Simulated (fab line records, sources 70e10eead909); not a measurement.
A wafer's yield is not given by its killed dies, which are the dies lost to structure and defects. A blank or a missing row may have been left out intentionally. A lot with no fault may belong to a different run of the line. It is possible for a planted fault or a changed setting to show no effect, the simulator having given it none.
Which tool was responsible? :: flow nand_harc :: Sampling: 11 lots, 33 wafers, 5 of 1159 route steps

WHAT EACH GAUGE READ, for each wafer
NHARC_P_STI_CD_MEAS_09 targets a cd of 200 nm. Usual: cd_nm at 199 nm, with a standard deviation of 3.3.
lot: L608
measured: day 2 12:46
on: cd_sem-01
cd_nm (nm): 196 195 197
flag: 

lot: L609
measured: day 2 21:46
on: cd_sem-02
cd_nm (nm): 200 204 201
flag: 

lot: L610
measured: day 2 21:56
on: cd_sem-01
cd_nm (nm): 202 197 202
flag: 

lot: L613
measured: day 3 16:55
on: cd_sem-02
cd_nm (nm): 201 198 200
flag: 

lot: L615
measured: day 4 04:49
on: cd_sem-02
cd_nm (nm): 203 201 201
flag: 

lot: L616
measured: day 4 14:14
on: cd_sem-02
cd_nm (nm): 225 228 222
flag: OFF

lot: L617
measured: day 4 14:04
on: cd_sem-03
cd_nm (nm): 197 202 199
flag: 

lot: L626
measured: day 7 02:40
on: cd_sem-03
cd_nm (nm): 199 195 193
flag: 

lot: L629
measured: day 7 16:48
on: cd_sem-01
cd_nm (nm): 203 201 202
flag: 

lot: L630
measured: day 8 04:50
on: cd_sem-03
cd_nm (nm): 205 203 201
flag: 

lot: L631
measured: day 8 09:42
on: cd_sem-01
cd_nm (nm): 206 203 202
flag: 

NHARC_P_STI_OCD_MEAS_17. Usual: trench_depth_nm 298 nm, standard deviation 4.8; trench_foot_cd_nm 158 nm, standard deviation 3.4.
lot: L608
measured: day 2 13:35
on: ocd-01
trench_depth_nm (nm): 304 291 304
trench_foot_cd_nm (nm): 154 154 155
flag: 

lot: L609
measured: day 2 22:33
on: ocd-01
trench_depth_nm (nm): 297 291 296
trench_foot_cd_nm (nm): 159 163 160
flag: 

lot: L610
measured: day 2 22:43
on: ocd-02
trench_depth_nm (nm): 300 298 303
trench_foot_cd_nm (nm): 160 155 159
flag: 

lot: L613
measured: day 3 17:43
on: ocd-01
trench_depth_nm (nm): 297 302 291
trench_foot_cd_nm (nm): 159 155 159
flag: 

lot: L615
measured: day 4 05:35
on: ocd-02
trench_depth_nm (nm): 304 306 289
trench_foot_cd_nm (nm): 161 159 161
flag: 

lot: L616
measured: day 4 15:04
on: ocd-02
trench_depth_nm (nm): 299 301 297
trench_foot_cd_nm (nm): 184 186 181
flag: OFF

lot: L617
measured: day 4 14:51
on: ocd-01
trench_depth_nm (nm): 294 297 301
trench_foot_cd_nm (nm): 156 160 157
flag: 

lot: L626
measured: day 7 03:29
on: ocd-02
trench_depth_nm (nm): 296 301 301
trench_foot_cd_nm (nm): 157 154 151
flag: 

lot: L629
measured: day 7 17:38
on: ocd-02
trench_depth_nm (nm): 295 298 295
trench_foot_cd_nm (nm): 162 159 161
flag: 

lot: L630
measured: day 8 05:38
on: ocd-02
trench_depth_nm (nm): 302 288 308
trench_foot_cd_nm (nm): 163 162 158
flag: 

lot: L631
measured: day 8 10:29
on: ocd-02
trench_depth_nm (nm): 296 304 302
trench_foot_cd_nm (nm): 165 161 160
flag: 

EACH LOT AND THE TOOL THAT RAN IT (in order: tool; ch and the chambers of the sampled wafers; start)
lot: L608
NHARC_P_ZERO_WELL_DESCUM_26: rie_diel-10 ch 0,3, day 1 14:32
NHARC_P_STI_EXPOSE_06: krf_scanner-01 ch 0, day 2 12:37
NHARC_P_STI_ETCH_15: rie_si-06 ch 0,2,3, day 2 13:22

lot: L609
NHARC_P_ZERO_WELL_DESCUM_26: rie_diel-02 ch 2,3, day 1 20:49
NHARC_P_STI_EXPOSE_06: krf_scanner-01 ch 0, day 2 21:37
NHARC_P_STI_ETCH_15: rie_si-02 ch 0,1,2, day 2 22:20

lot: L610
NHARC_P_ZERO_WELL_DESCUM_26: rie_diel-10 ch 0,1, day 2 02:56
NHARC_P_STI_EXPOSE_06: krf_scanner-02 ch 0, day 2 21:48
NHARC_P_STI_ETCH_15: rie_si-03 ch 0,1, day 2 22:28

lot: L613
NHARC_P_ZERO_WELL_DESCUM_26: rie_diel-02 ch 0,3, day 2 20:44
NHARC_P_STI_EXPOSE_06: krf_scanner-01 ch 0, day 3 16:46
NHARC_P_STI_ETCH_15: rie_si-06 ch 1,2,3, day 3 17:29

lot: L615
NHARC_P_ZERO_WELL_DESCUM_26: rie_diel-10 ch 0,2,3, day 3 08:38
NHARC_P_STI_EXPOSE_06: krf_scanner-01 ch 0, day 4 04:40
NHARC_P_STI_ETCH_15: rie_si-06 ch 0,1,2, day 4 05:22

lot: L616
NHARC_P_ZERO_WELL_DESCUM_26: rie_diel-12 ch 1,2,3, day 3 15:05
NHARC_P_STI_EXPOSE_06: krf_scanner-02 ch 0, day 4 14:05
NHARC_P_STI_ETCH_15: rie_si-03 ch 0,3, day 4 14:48

lot: L617
NHARC_P_ZERO_WELL_DESCUM_26: rie_diel-02 ch 0,1,3, day 3 20:38
NHARC_P_STI_EXPOSE_06: krf_scanner-04 ch 0, day 4 13:55
NHARC_P_STI_ETCH_15: rie_si-02 ch 1,2,3, day 4 14:36

lot: L626
NHARC_P_ZERO_WELL_DESCUM_26: rie_diel-10 ch 1,2,3, day 6 02:46
NHARC_P_STI_EXPOSE_06: krf_scanner-02 ch 0, day 7 02:31
NHARC_P_STI_ETCH_15: rie_si-02 ch 0,2, day 7 03:14

lot: L629
NHARC_P_ZERO_WELL_DESCUM_26: rie_diel-12 ch 0,1,3, day 6 20:41
NHARC_P_STI_EXPOSE_06: krf_scanner-02 ch 0, day 7 16:39
NHARC_P_STI_ETCH_15: rie_si-02 ch 0,1,3, day 7 17:22

lot: L630
NHARC_P_ZERO_WELL_DESCUM_26: rie_diel-12 ch 1,2,3, day 7 02:49
NHARC_P_STI_EXPOSE_06: krf_scanner-02 ch 0, day 8 04:41
NHARC_P_STI_ETCH_15: rie_si-06 ch 0,1,2, day 8 05:24

lot: L631
NHARC_P_ZERO_WELL_DESCUM_26: rie_diel-12 ch 0,2, day 7 08:44
NHARC_P_STI_EXPOSE_06: krf_scanner-02 ch 0, day 8 09:34
NHARC_P_STI_ETCH_15: rie_si-03 ch 0,2,3, day 8 10:15
- NHARC_P_ZERO_WELL_DESCUM_26: chemistry O2, time 3 s.
- NHARC_P_STI_EXPOSE_06: exposes mask P STI, target cd 200 nm.
- NHARC_P_STI_ETCH_15: etches the open film in HBr/Cl2, target depth 300 nm, time 100.1 s.

WHAT THE TOOLS THEMSELVES READ (means of the sampled wafers that have a number; where no wafer has one, the mark that the record gives instead)
NHARC_P_ZERO_WELL_DESCUM_26. Usual: drypump_motor_current_A 5.7 A, standard deviation 0.46; oes_product_au 1.000 a.u., standard deviation 0.012; rf_vpp_V 57.9 V, standard deviation 0.88; showerhead_plenum_p_Torr 1.94 Torr, standard deviation 0.06; throttle_valve_pct 11.310 %, standard deviation 0.0096.
lot: L608
tool: rie_diel-10
drypump_motor_current_A (A): 5.8
oes_product_au (a.u.): 0.991
rf_vpp_V (V): 58.6
showerhead_plenum_p_Torr (Torr): 1.95
throttle_valve_pct (%): 11.317
flag: 

lot: L609
tool: rie_diel-02
drypump_motor_current_A (A): 6.1
oes_product_au (a.u.): 0.992
rf_vpp_V (V): 57.4
showerhead_plenum_p_Torr (Torr): 1.96
throttle_valve_pct (%): 11.309
flag: 

lot: L610
tool: rie_diel-10
drypump_motor_current_A (A): 6.2
oes_product_au (a.u.): 0.996
rf_vpp_V (V): 58.3
showerhead_plenum_p_Torr (Torr): 1.89
throttle_valve_pct (%): 11.310
flag: 

lot: L613
tool: rie_diel-02
drypump_motor_current_A (A): 5.8
oes_product_au (a.u.): 0.989
rf_vpp_V (V): 57.4
showerhead_plenum_p_Torr (Torr): 1.89
throttle_valve_pct (%): 11.312
flag: 

lot: L615
tool: rie_diel-10
drypump_motor_current_A (A): 5.8
oes_product_au (a.u.): 0.990
rf_vpp_V (V): 57.4
showerhead_plenum_p_Torr (Torr): 1.91
throttle_valve_pct (%): 11.307
flag: 

lot: L616
tool: rie_diel-12
drypump_motor_current_A (A): 5.3
oes_product_au (a.u.): 1.008
rf_vpp_V (V): 57.7
showerhead_plenum_p_Torr (Torr): 1.97
throttle_valve_pct (%): 11.310
flag: 

lot: L617
tool: rie_diel-02
drypump_motor_current_A (A): 5.9
oes_product_au (a.u.): 0.994
rf_vpp_V (V): 57.4
showerhead_plenum_p_Torr (Torr): 1.93
throttle_valve_pct (%): 11.311
flag: 

lot: L626
tool: rie_diel-10
drypump_motor_current_A (A): 6.1
oes_product_au (a.u.): 1.001
rf_vpp_V (V): 57.1
showerhead_plenum_p_Torr (Torr): 1.90
throttle_valve_pct (%): 11.304
flag: 

lot: L629
tool: rie_diel-12
drypump_motor_current_A (A): 5.2
oes_product_au (a.u.): 1.003
rf_vpp_V (V): 58.1
showerhead_plenum_p_Torr (Torr): 1.95
throttle_valve_pct (%): 11.311
flag: 

lot: L630
tool: rie_diel-12
drypump_motor_current_A (A): 5.3
oes_product_au (a.u.): 1.013
rf_vpp_V (V): 57.5
showerhead_plenum_p_Torr (Torr): 1.97
throttle_valve_pct (%): 11.316
flag: 

lot: L631
tool: rie_diel-12
drypump_motor_current_A (A): 5.2
oes_product_au (a.u.): 1.002
rf_vpp_V (V): 58.4
showerhead_plenum_p_Torr (Torr): 2.02
throttle_valve_pct (%): 11.307
flag: 

NHARC_P_STI_ETCH_15. Usual: drypump_motor_current_A 5.8 A, standard deviation 0.44; oes_product_au 0.994 a.u., standard deviation 0.012; throttle_valve_pct 26.406 %, standard deviation 0.0093.
lot: L608
tool: rie_si-06
drypump_motor_current_A (A): 6.0
oes_product_au (a.u.): 0.998
throttle_valve_pct (%): 26.399
flag: 

lot: L609
tool: rie_si-02
drypump_motor_current_A (A): 5.7
oes_product_au (a.u.): 0.987
throttle_valve_pct (%): 26.417
flag: 

lot: L610
tool: rie_si-03
drypump_motor_current_A (A): 5.7
oes_product_au (a.u.): 0.996
throttle_valve_pct (%): 26.398
flag: 

lot: L613
tool: rie_si-06
drypump_motor_current_A (A): 5.7
oes_product_au (a.u.): 0.989
throttle_valve_pct (%): 26.405
flag: 

lot: L615
tool: rie_si-06
drypump_motor_current_A (A): 5.9
oes_product_au (a.u.): 0.999
throttle_valve_pct (%): 26.407
flag: 

lot: L616
tool: rie_si-03
drypump_motor_current_A (A): 5.7
oes_product_au (a.u.): 0.993
throttle_valve_pct (%): 26.407
flag: 

lot: L617
tool: rie_si-02
drypump_motor_current_A (A): 5.6
oes_product_au (a.u.): 0.993
throttle_valve_pct (%): 26.399
flag: 

lot: L626
tool: rie_si-02
drypump_motor_current_A (A): 5.8
oes_product_au (a.u.): 1.004
throttle_valve_pct (%): 26.400
flag: 

lot: L629
tool: rie_si-02
drypump_motor_current_A (A): 5.8
oes_product_au (a.u.): 0.991
throttle_valve_pct (%): 26.410
flag: 

lot: L630
tool: rie_si-06
drypump_motor_current_A (A): 5.9
oes_product_au (a.u.): 0.997
throttle_valve_pct (%): 26.407
flag: 

lot: L631
tool: rie_si-03
drypump_motor_current_A (A): 5.6
oes_product_au (a.u.): 1.003
throttle_valve_pct (%): 26.414
flag: 

THE ANSWER, worked out from the rows above alone
Rule: lot off if the mean of its wafers having a number is beyond 3 standard deviations from the usual mean. Also off: a lot with no number at a reading for which 4 or more lots have one. All remaining lots with rows at the step are treated as sound. First the gauges in route order, then the tools' own readings, where a lot's mean is used as printed above. At the first step where some lot is off, the reading lying furthest off is the one used; lots without a number count as furthest.
Off: L616, at NHARC_P_STI_CD_MEAS_09 (cd_nm).
A tool fits if, at a process step before that reading, it ran every lot that is off, and no sound lot after the first of them. Not tried: the gauges at NHARC_P_STI_CD_MEAS_09; whatever is off there is also off at NHARC_P_STI_OCD_MEAS_17, on other tools, and gauge error can't account for it. No candidate that was tried fits.

WHAT THE SIMULATOR PUT IN
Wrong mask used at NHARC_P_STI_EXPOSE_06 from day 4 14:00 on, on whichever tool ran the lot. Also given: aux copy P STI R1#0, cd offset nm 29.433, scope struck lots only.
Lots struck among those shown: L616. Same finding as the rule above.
